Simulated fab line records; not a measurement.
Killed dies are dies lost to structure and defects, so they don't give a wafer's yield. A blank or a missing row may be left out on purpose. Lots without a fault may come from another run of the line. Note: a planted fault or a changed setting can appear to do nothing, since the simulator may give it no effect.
Which tool was responsible? -- flow nand harc -- 13 lots with 39 wafers sampled at 5 steps, on a route of 1159 steps

## WHAT EACH GAUGE READ, for each wafer
NHARC_END_SORT_01.
lot,measured,on,killed at array,killed at other,killed at periphery,killed dies,killed open,killed short
L433,day 20 02:46,prober-02,22 30 22,2 1 1,0 5 4,24 36 27,2 3 2,4 0 2
L435,day 19 18:20,prober-01,31 25 33,0 1 0,4 3 1,35 29 34,1 1 4,3 2 4
L436,day 20 09:41,prober-02,15 21 25,2 0 3,1 2 1,18 23 29,1 4 3,0 1 2
L438,day 20 16:58,prober-01,32 34 47,0 0 0,2 1 4,34 35 51,2 1 3,3 0 1
L440,day 21 12:47,prober-01,12 14 17,1 0 1,8 12 12,21 26 30,1 1 3,2 5 1
L439,day 21 21:16,prober-01,35 35 35,0 0 0,2 7 9,37 42 44,1 5 7,1 2 0
L443,day 22 13:23,prober-02,43 26 38,0 0 0,1 2 0,44 28 38,0 3 3,6 1 1
L446,day 23 03:23,prober-01,35 26 18,2 0 1,2 4 3,39 30 22,3 5 3,1 1 1
L450,day 24 14:00,prober-01,577 27 29,0 0 0,1 1 0,578 28 29,4 1 1,2 4 1
L451,day 24 20:59,prober-02,35 28 37,0 0 1,4 0 2,39 28 40,4 1 1,2 0 4
L453,day 25 00:27,prober-01,33 47 39,0 0 1,4 2 7,37 49 47,3 2 3,2 1 2
L454,day 25 03:55,prober-02,30 30 35,0 1 1,6 6 4,36 37 40,3 5 3,2 1 0
L455,day 25 17:16,prober-02,36 20 29,1 4 2,8 10 8,45 34 39,3 3 3,3 1 2

## EACH LOT AND THE TOOL THAT RAN IT (in order: tool; ch and the chambers of the sampled wafers; start)
lot,NHARC_A_STAIRCASE_ETCH_13,NHARC_A_STAIRCASE_TRIM_18,NHARC_A_STAIRCASE_ETCH_19,NHARC_A_STAIRCASE_ETCH_25
L433,"rie diel-08 ch 1,2, day 11 01:19 or earlier","rie diel-08 ch 1,2,3, day 11 01:19","rie diel-08 ch 1,2, day 20 02:46 or earlier","rie diel-08 ch 0,1, day 20 02:46 or earlier"
L435,"rie diel-01 ch 0,1,2, day 11 04:38 or earlier","rie diel-01 ch 0,1,3, day 11 04:38","rie diel-01 ch 0,1,2, day 19 18:20 or earlier","rie diel-01 ch 0,2,3, day 19 18:20 or earlier"
L436,"rie diel-08 ch 1,2, day 11 14:23 or earlier","rie diel-08 ch 1,2, day 11 14:23","rie diel-08 ch 1,2, day 20 09:41 or earlier","rie diel-08 ch 0,1,3, day 20 09:41 or earlier"
L438,"rie diel-08 ch 0,1,2, day 12 14:11 or earlier","rie diel-08 ch 0,1,2, day 12 14:11","rie diel-08 ch 0,1,3, day 20 16:58 or earlier","rie diel-08 ch 1,2,3, day 20 16:58 or earlier"
L440,"rie diel-03 ch 0,2, day 12 23:10 or earlier","rie diel-03 ch 1,3, day 12 23:10","rie diel-03 ch 0,1, day 21 12:47 or earlier","rie diel-01 ch 1,2,3, day 21 12:47 or earlier"
L439,"rie diel-03 ch 1,3, day 12 23:29 or earlier","rie diel-03 ch 0,1, day 12 23:29","rie diel-03 ch 2,3, day 21 21:16 or earlier","rie diel-08 ch 0,1, day 21 21:16 or earlier"
L443,"rie diel-08 ch 0,1,3, day 14 00:19 or earlier","rie diel-08 ch 0,1,3, day 14 00:19","rie diel-08 ch 0,1,2, day 22 13:23 or earlier","rie diel-03 ch 0,1,3, day 22 13:23 or earlier"
L446,"rie diel-03 ch 0,2,3, day 14 11:21 or earlier","rie diel-03 ch 0,1, day 14 11:21","rie diel-03 ch 0,3, day 23 03:23 or earlier","rie diel-08 ch 0,1,3, day 23 03:23 or earlier"
L450,"rie diel-08 ch 0,3, day 15 11:05 or earlier","rie diel-08 ch 0,1,2, day 15 11:05","rie diel-08 ch 2,3, day 24 14:00 or earlier","rie diel-01 ch 2,3, day 24 14:00 or earlier"
L451,"rie diel-03 ch 0,2,3, day 15 16:16 or earlier","rie diel-03 ch 0,2,3, day 15 16:16","rie diel-03 ch 0,1, day 24 20:59 or earlier","rie diel-08 ch 1,2,3, day 24 20:59 or earlier"
L453,"rie diel-01 ch 0,2,3, day 15 21:05 or earlier","rie diel-01 ch 0,2, day 15 21:05","rie diel-01 ch 0,1,3, day 25 00:27 or earlier","rie diel-01 ch 2,3, day 25 00:27 or earlier"
L454,"rie diel-01 ch 0,1,3, day 15 21:29 or earlier","rie diel-01 ch 0,1,2, day 15 21:29","rie diel-01 ch 0,1,2, day 25 03:55 or earlier","rie diel-01 ch 1,2,3, day 25 03:55 or earlier"
L455,"rie diel-01 ch 0,1,3, day 16 21:59 or earlier","rie diel-01 ch 0,2,3, day 16 21:59","rie diel-01 ch 1,3, day 25 17:16 or earlier","rie diel-01 ch 1,2, day 25 17:16 or earlier"
- NHARC_A_STAIRCASE_ETCH_13: etches the open film in C4F8/O2, target depth 100 nm, time 40.5 s.
- NHARC_A_STAIRCASE_TRIM_18: chemistry O2, time 211.2 s.
- NHARC_A_STAIRCASE_ETCH_19: etches the open film in C4F8/O2, target depth 100 nm, time 40.5 s.
- NHARC_A_STAIRCASE_ETCH_25: etches the open film in C4F8/O2, target depth 100 nm, time 40.5 s.

## AS READ BY THE TOOLS THEMSELVES (means over the sampled wafers that have a number; for cases with no such wafer, the mark the record gives instead)
NHARC_A_STAIRCASE_ETCH_13.
lot,tool,oes product au (a.u.),rf vpp V (V)
L433,rie diel-08,0.933,895
L435,rie diel-01,0.939,897
L436,rie diel-08,0.958,896
L438,rie diel-08,0.925,896
L440,rie diel-03,0.960,898
L439,rie diel-03,0.927,893
L443,rie diel-08,0.946,893
L446,rie diel-03,0.936,897
L450,rie diel-08,0.975,891
L451,rie diel-03,0.936,896
L453,rie diel-01,0.937,904
L454,rie diel-01,0.919,904
L455,rie diel-01,0.941,904

NHARC_A_STAIRCASE_TRIM_18.
lot,tool,drypump motor current A (A),oes product au (a.u.),rf vpp V (V),showerhead plenum p Torr (Torr),throttle valve pct (%)
L433,rie diel-08,6.3,1.017,58.5,3.47,17.037
L435,rie diel-01,5.4,0.985,57.3,3.59,17.045
L436,rie diel-08,6.2,1.008,57.5,3.54,17.034
L438,rie diel-08,6.1,1.006,57.3,3.52,17.040
L440,rie diel-03,5.6,0.997,57.4,3.47,17.034
L439,rie diel-03,5.7,1.004,58.1,3.54,17.038
L443,rie diel-08,6.2,1.022,57.9,3.44,17.036
L446,rie diel-03,5.7,0.999,58.7,3.54,17.045
L450,rie diel-08,6.2,1.098,57.8,3.50,17.038
L451,rie diel-03,5.6,0.997,57.9,3.56,17.043
L453,rie diel-01,6.0,0.985,57.9,3.77,17.039
L454,rie diel-01,5.8,0.986,59.1,3.76,17.027
L455,rie diel-01,5.7,0.984,57.7,3.72,17.035

NHARC_A_STAIRCASE_ETCH_19.
lot,tool,oes product au (a.u.),rf vpp V (V)
L433,rie diel-08,0.947,896
L435,rie diel-01,0.936,899
L436,rie diel-08,0.944,897
L438,rie diel-08,0.969,892
L440,rie diel-03,0.940,894
L439,rie diel-03,0.937,897
L443,rie diel-08,0.951,895
L446,rie diel-03,0.945,897
L450,rie diel-08,0.961,895
L451,rie diel-03,0.950,894
L453,rie diel-01,0.927,905
L454,rie diel-01,0.923,904
L455,rie diel-01,0.929,903

NHARC_A_STAIRCASE_ETCH_25.
lot,tool,oes product au (a.u.),rf vpp V (V)
L433,rie diel-08,0.940,892
L435,rie diel-01,0.938,897
L436,rie diel-08,0.959,893
L438,rie diel-08,0.952,893
L440,rie diel-01,0.935,903
L439,rie diel-08,0.967,893
L443,rie diel-03,0.936,895
L446,rie diel-08,0.958,894
L450,rie diel-01,0.931,902
L451,rie diel-08,0.962,892
L453,rie diel-01,0.916,902
L454,rie diel-01,0.930,903
L455,rie diel-01,0.926,903

## THE ANSWER, worked out from the rows above alone
Rule: what is usual is taken from the lots themselves. Put in order of their means at a reading, lots are off if they are a third of the lots or fewer, leave a main group of 4 or more, and stand apart from it by a gap of 3 or more times the standard deviation of the main group's means; of several such gaps the widest counts. Not used: any main group whose means are identical at the precision the tables above print for the reading. Also off: a lot with no number at a reading for which 4 or more lots have one. The other lots that the step has rows for count as sound. The gauges are gone through in route order, then the tools' own readings, and for those a lot's mean is taken as printed above. The first step at which some lot is off is used, and at that step the reading that is off furthest; a lot without a number counts as furthest.
Off: L450, at NHARC_END_SORT_01 (killed dies). The main group has a mean of 35 with a standard deviation of 6.2.
If a tool, at a process step before that reading, ran all the lots that are off and no sound lot after the first of them, it fits. The gauges at NHARC_END_SORT_01 aren't tried: what is off there is off at NHARC_A_STAIRCASE_TRIM_18 too, on other tools, and a gauge's error can't cause that. With no start given for some of its lots, NHARC_A_STAIRCASE_ETCH_13 uses the hours and lot order of NHARC_A_STAIRCASE_TRIM_18. With no start given for some of its lots, NHARC_A_STAIRCASE_ETCH_19 uses the hours and lot order of NHARC_END_SORT_01. With no start given for some of its lots, NHARC_A_STAIRCASE_ETCH_25 uses the hours and lot order of NHARC_END_SORT_01. One fits: NHARC_A_STAIRCASE_ETCH_13 and NHARC_A_STAIRCASE_TRIM_18 and NHARC_A_STAIRCASE_ETCH_19 on rie diel-08. At NHARC_A_STAIRCASE_ETCH_13 its last sound lot is L443 (day 14 00:19), its first lot that is off L450 (day 15 11:05): a fault that began between those two fits.

## WHAT THE SIMULATOR PUT IN
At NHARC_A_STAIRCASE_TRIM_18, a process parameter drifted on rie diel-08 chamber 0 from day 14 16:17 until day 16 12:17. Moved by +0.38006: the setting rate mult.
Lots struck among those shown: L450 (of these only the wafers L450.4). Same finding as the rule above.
